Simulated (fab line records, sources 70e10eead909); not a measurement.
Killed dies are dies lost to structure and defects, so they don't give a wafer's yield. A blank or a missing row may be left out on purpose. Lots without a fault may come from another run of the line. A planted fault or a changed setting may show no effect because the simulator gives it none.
One fault seen from 3 desks | flow nand_harc | each desk has only its own numbers; what lay behind them comes last

THE METROLOGY DESK
What the gauges read, lot by lot, whatever tool the lot ran on: means of the sampled wafers that have a number. A lot is out of limits, marked OUT, if its mean lies more than 4 standard deviations from the usual mean; the brackets give that distance.
Columns: A = cd_nm at NHARC_P_ZERO_WELL_CD_MEAS_37, usual 720.3 nm; B = trench_depth_nm at NHARC_P_STI_OCD_MEAS_17, usual 300.3 nm; C = trench_foot_cd_nm at NHARC_P_STI_OCD_MEAS_17, usual 158.8 nm
lot  | first seen here | A     | B               | C
L450 | day 1 16:14     | 722.2 | 301.2           | 159.5
L451 | day 1 22:17     | 719.2 | 299.9           | 157.7
L454 | day 2 16:14     | 718.6 | 302.2           | 159.3
L455 | day 2 22:13     | 720.8 | 299.9           | 157.8
L456 | day 3 04:05     | 720.8 | 300.3           | 158.8
L458 | day 3 16:06     | 721.0 | 301.2           | 160.0
L461 | day 4 10:06     | 721.5 | 297.0           | 158.6
L462 | day 4 15:53     | 721.3 | 299.9           | 158.9
L463 | day 4 22:08     | 718.4 | 299.9           | 157.8
L471 | day 6 22:07     | 717.9 | 240.0 (-25) OUT | 166.3 (+4.4) OUT
L472 | day 7 04:00     | 722.9 | 239.4 (-25) OUT | 168.7 (+5.8) OUT
L473 | day 7 10:11     | 720.0 | 300.1           | 159.8
This desk's finding: out of limits on L471, L472; first on L471, day 7 17:43 (trench_depth_nm at NHARC_P_STI_OCD_MEAS_17). In limits: L450, L451, L454, L455, L456, L458, L461, L462, L463, L473.

THE TOOL OWNER'S DESK: rie_si-06
The tool's own readings at NHARC_P_STI_ETCH_15 (etches the open film in HBr/Cl2, target depth 300 nm, time 100.1 s): means of the sampled wafers that have a number, for each lot that ran on this tool. A lot is out of limits, marked OUT, if its mean lies more than 4 standard deviations from the usual mean; the brackets give that distance.
Columns: A = drypump_motor_current_A at NHARC_P_STI_ETCH_15, usual 5.9 A; B = oes_product_au at NHARC_P_STI_ETCH_15, usual 1.000 a.u.; C = rf_fwd_power_W at NHARC_P_STI_ETCH_15, usual 397.7 W; D = throttle_valve_pct at NHARC_P_STI_ETCH_15, usual 26.407 %
lot  | first seen here | A   | B               | C     | D
L450 | day 2 14:07     | 6.1 | 0.999           | 396.2 | 26.406
L454 | day 3 12:58     | 6.1 | 1.002           | 397.4 | 26.404
L455 | day 3 19:08     | 6.1 | 1.000           | 397.2 | 26.408
L456 | day 4 02:14     | 6.2 | 1.000           | 398.7 | 26.409
L461 | day 5 08:38     | 6.1 | 0.993           | 397.6 | 26.417
L471 | day 7 17:31     | 6.1 | 0.867 (-19) OUT | 396.8 | 26.411
L472 | day 8 02:22     | 6.1 | 0.879 (-17) OUT | 398.7 | 26.412
This desk's finding: out of limits on L471, L472; first on L471, day 7 17:31 (oes_product_au at NHARC_P_STI_ETCH_15). In limits: L450, L454, L455, L456, L461.

THE DEFECT DESK
What the inspections along the route counted, lot by lot: means of the sampled wafers that have a number. A lot is out of limits, marked OUT, if its mean lies more than 4 standard deviations from the usual mean; the brackets give that distance.
Columns: A = raw_defect_count at NHARC_P_ZERO_WELL_INSPECT_43, usual 13
lot  | first seen here | A
L450 | day 1 19:44     | 11
L451 | day 2 01:44     | 9
L454 | day 2 19:43     | 10
L455 | day 3 01:40     | 16
L456 | day 3 07:34     | 14
L458 | day 3 19:33     | 16
L461 | day 4 13:35     | 4
L462 | day 4 19:25     | 19
L463 | day 5 01:35     | 16
L471 | day 7 01:37     | 9
L472 | day 7 07:38     | 19
L473 | day 7 13:39     | 12
This desk's finding: nothing out of limits on any of the 12 lots.

PUT TOGETHER
The tool owner's desk could have raised an alarm at day 7 17:31, on L471, L472.
The metrology desk could have raised an alarm at day 7 17:43, on L471, L472.
The defect desk saw nothing out of limits.
The defect desk has L471, L472 on record, within its limits.
Of the lots named, all ran NHARC_P_STI_ETCH_15 on rie_si-06.

WHAT THE SIMULATOR HAD PUT IN
Process parameter drift: rie_si-06, from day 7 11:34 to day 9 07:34, at NHARC_P_STI_ETCH_15. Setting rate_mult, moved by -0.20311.
Lots struck among those shown: L471, L472.
Hours from the fault's start to each desk's first reading out of limits: the tool owner's desk, 6; the metrology desk, 6.
